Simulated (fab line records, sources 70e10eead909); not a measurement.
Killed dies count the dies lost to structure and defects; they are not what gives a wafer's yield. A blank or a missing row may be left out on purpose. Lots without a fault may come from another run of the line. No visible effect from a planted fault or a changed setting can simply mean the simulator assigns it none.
Chamber matching + flow nand_harc + rie_diel-06 running NHARC_P_M1_DESCUM_14: 4 sister chambers
The step chemistry O2, time 3 s. 22 wafers are shown with their chamber, then 11 later ones without.

== WAFERS PAIRED WITH THEIR CHAMBERS ==
| wafer  | chamber | drypump_motor_current_A (A) | oes_product_au (a.u.) | rf_vpp_V (V) |
|--------|---------|-----------------------------|-----------------------|--------------|
| L077.1 | 2       | 5.6                         | 0.994                 | 57.7         |
| L077.3 | 1       | 6.3                         | 0.995                 | 56.3         |
| L077.6 | 3       | 5.8                         | 1.000                 | 58.1         |
| L077.2 | 3       | 5.8                         | 1.002                 | 57.7         |
| L077.4 | 0       | 6.5                         | 0.999                 | 58.9         |
| L077.5 | 2       | 5.5                         | 0.996                 | 57.3         |
| L081.1 | 3       | 5.8                         | 0.998                 | 56.8         |
| L081.4 | 2       | 5.5                         | 0.991                 | 59.8         |
| L081.6 | 2       | 5.6                         | 1.001                 | 58.1         |
| L083.3 | 0       | 6.5                         | 0.989                 | 59.0         |
| L083.4 | 3       | 5.9                         | 1.003                 | 58.9         |
| L083.5 | 1       | 6.3                         | 1.005                 | 57.4         |
| L088.1 | 1       | 6.3                         | 1.016                 | 56.1         |
| L088.4 | 3       | 5.8                         | 0.998                 | 57.6         |
| L088.5 | 1       | 6.3                         | 1.007                 | 59.9         |
| L090.1 | 0       | 6.5                         | 1.011                 | 58.9         |
| L090.4 | 3       | 5.8                         | 0.997                 | 58.0         |
| L090.6 | 0       | 6.6                         | 1.011                 | 57.9         |
| L093.2 | 3       | 5.8                         | 1.007                 | 60.1         |
| L093.3 | 0       | 6.6                         | 0.998                 | 58.6         |
| L093.6 | 0       | 6.6                         | 0.985                 | 58.0         |
| L094.1 | 0       | 6.5                         | 1.006                 | 59.1         |

SIGNATURES (averages over the wafers above)
| reading                 | chamber 0 | chamber 1 | chamber 2 | chamber 3 | scatter within a chamber |
|-------------------------|-----------|-----------|-----------|-----------|--------------------------|
| drypump_motor_current_A | 6.543     | 6.300     | 5.550     | 5.814     | 0.0445                   |
| oes_product_au          | 0.99986   | 1.00575   | 0.99550   | 1.00071   | 0.00738                  |
| rf_vpp_V                | 58.629    | 57.425    | 58.225    | 58.171    | 1.08                     |
Rule: for each reading, subtract the chamber's mean from the wafer's reading, divide by that reading's scatter and square the result; add these up over the readings and take the root, which gives the wafer's distance from the chamber. The wafer belongs to the nearest chamber; if the next one is less than 2 further off, it can't be placed. The scatter: the root of (the sum of the squares of (reading less its chamber's mean) over the shown wafers, divided by (wafers less chambers)).

== WAFERS MISSING THEIR CHAMBER ==
| wafer  | drypump_motor_current_A (A) | oes_product_au (a.u.) | rf_vpp_V (V) |
|--------|-----------------------------|-----------------------|--------------|
| L094.2 | 5.5                         | 0.999                 | 58.9         |
| L094.4 | 6.3                         | 1.002                 | 56.6         |
| L094.3 | 5.8                         | 1.001                 | 60.9         |
| L094.5 | 5.8                         | 1.010                 | 58.5         |
| L094.6 | 5.5                         | 1.010                 | 58.5         |
| L097.1 | 6.5                         | 0.994                 | 57.8         |
| L097.4 | 5.5                         | 1.001                 | 58.7         |
| L097.6 | 6.3                         | 0.987                 | 57.3         |
| L096.1 | 6.5                         | 0.988                 | 56.9         |
| L096.2 | 5.8                         | 0.995                 | 58.4         |
| L096.4 | 5.5                         | 0.996                 | 56.9         |

== WHICH CHAMBER EACH ONE RAN IN ==
| wafer  | from the rows above | in truth |
|--------|---------------------|----------|
| L094.2 | 2                   | 2        |
| L094.4 | 1                   | 1        |
| L094.3 | 3                   | 3        |
| L094.5 | 3                   | 3        |
| L094.6 | 2                   | 2        |
| L097.1 | 0                   | 0        |
| L097.4 | 2                   | 2        |
| L097.6 | 1                   | 1        |
| L096.1 | 0                   | 0        |
| L096.2 | 3                   | 3        |
| L096.4 | 2                   | 2        |
11 of 11 placed correctly. Can't be placed from these rows: 0. Wrongly placed: 0.
